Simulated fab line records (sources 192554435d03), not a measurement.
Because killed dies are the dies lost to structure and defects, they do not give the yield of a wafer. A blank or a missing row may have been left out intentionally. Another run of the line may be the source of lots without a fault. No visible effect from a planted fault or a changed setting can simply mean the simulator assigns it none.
Which of the tools did it?	flow n5 finfet	Sampling: 11 lots, 33 wafers, 3 of 1938 route steps

WHAT EACH GAUGE READ, for each wafer
N5_PASSIVATION_CD_MEAS_10 targets a cd of 3000 nm.
lot	measured	on	cd nm (nm)
L337	day 10 21:16	cd sem-02	3002.6 3002.5 3003.0
L340	day 11 21:03	cd sem-02	3000.3 3001.0 3001.1
L338	day 12 13:13	cd sem-02	2998.9 2999.7 3000.7
L339	day 13 03:19	cd sem-02	3000.8 3000.9 2999.7
L342	day 13 15:00	cd sem-03	2999.2 2998.6 2997.5
L347	day 14 18:29	cd sem-01	2999.6 3000.1 3000.5
L348	day 14 22:27	cd sem-03	3000.6 3001.6 3001.7
L350	day 15 17:07	cd sem-02	2999.9 2998.1 2996.7
L354	day 16 17:10	cd sem-03	2999.8 3000.2 3000.2
L357	day 17 06:14	cd sem-02	3001.3 3002.0 3002.6
L359	day 17 19:36	cd sem-03	2998.3 2997.1 2996.6

TOOL THAT RAN EACH LOT (tool first, then ch and the chambers of the sampled wafers, then the start)
lot	N5_BEOL_M7_ALD_77	N5_PASSIVATION_PECVD_01
L337	ald metal-03 ch 0,2, day 8 10:50	pecvd-04 ch 0,2, day 10 20:46
L340	ald metal-02 ch 2,3, day 9 07:26	pecvd-02 ch 1,2, day 11 20:34
L338	ald metal-03 ch 0,3, day 9 19:55	pecvd-01 ch 1,2, day 12 12:46
L339	ald metal-03 ch 0,2,3, day 10 06:17	pecvd-02 ch 1,2, day 13 00:55
L342	ald metal-04 ch 0,1,2, day 10 16:34	pecvd-04 ch 1,2, day 13 14:28
L347	ald metal-03 ch 0,1,2, day 11 20:26	pecvd-02 ch 0,1,2, day 14 17:55
L348	ald metal-03 ch 2,3, day 11 22:12	pecvd-04 ch 0,1,2, day 14 22:05
L350	ald metal-04 ch 0,1,2, day 12 18:03	pecvd-04 ch 0,1, day 15 16:36
L354	ald metal-02 ch 0,1, day 14 00:32	pecvd-01 ch 1,2, day 16 13:43
L357	ald metal-02 ch 0,1,3, day 14 03:13	pecvd-01 ch 0,2, day 17 05:46
L359	ald metal-03 ch 0,1,2, day 14 16:40	pecvd-04 ch 0,1, day 17 19:05
- N5_BEOL_M7_ALD_77: deposits TaN, target thk 2 nm, pulse time 2 s, purge time 3 s.
- N5_PASSIVATION_PECVD_01: deposits SiNx from SiH4/NH3/N2, target thk 200 nm, time 43.2 s.

AS READ BY THE TOOLS THEMSELVES (means over the sampled wafers that have a number; for cases with no such wafer, the mark the record gives instead)
N5_BEOL_M7_ALD_77.
lot	tool	heater power w (W)	precursor vessel temp c (C)
L337	ald metal-03	376	74.87
L340	ald metal-02	385	75.03
L338	ald metal-03	412	74.93
L339	ald metal-03	416	75.04
L342	ald metal-04	436	74.96
L347	ald metal-03	387	74.91
L348	ald metal-03	422	74.86
L350	ald metal-04	435	74.94
L354	ald metal-02	460	74.97
L357	ald metal-02	444	75.07
L359	ald metal-03	381	75.08

N5_PASSIVATION_PECVD_01.
lot	tool	heater power w (W)	showerhead plenum p Torr (Torr)	throttle valve pct (%)
L337	pecvd-04	353	8.65	28.0
L340	pecvd-02	317	8.72	28.8
L338	pecvd-01	184	8.69	29.1
L339	pecvd-02	395	8.71	27.9
L342	pecvd-04	304	8.66	28.3
L347	pecvd-02	405	8.65	29.1
L348	pecvd-04	350	8.65	29.0
L350	pecvd-04	363	8.63	30.3
L354	pecvd-01	215	8.70	29.3
L357	pecvd-01	195	8.71	29.2
L359	pecvd-04	370	8.64	29.6

THE ANSWER, worked out from the rows above alone
Rule: the lots themselves supply what counts as usual. The widest of any qualifying gaps counts: lots, ordered by their means at a reading, are off when they make up no more than a third of the lots, leave a main group of 4 or more, and stand apart from it by 3 or more times the standard deviation of that group's means. The tables above print the reading to a certain number of digits; a main group whose means all agree to those digits is not used. A lot without any number at a reading at which 4 lots or more have one is off too. Any other lot the step has rows for is counted as sound. The gauges are gone through in route order, then the tools' own readings, and for those a lot's mean is taken as printed above. The first step at which some lot is off is used, and at that step the reading that is off furthest; a lot without a number counts as furthest.
None of the lots is off at any reading shown; this tells nothing.

WHAT HAD BEEN PUT IN BY THE SIMULATOR
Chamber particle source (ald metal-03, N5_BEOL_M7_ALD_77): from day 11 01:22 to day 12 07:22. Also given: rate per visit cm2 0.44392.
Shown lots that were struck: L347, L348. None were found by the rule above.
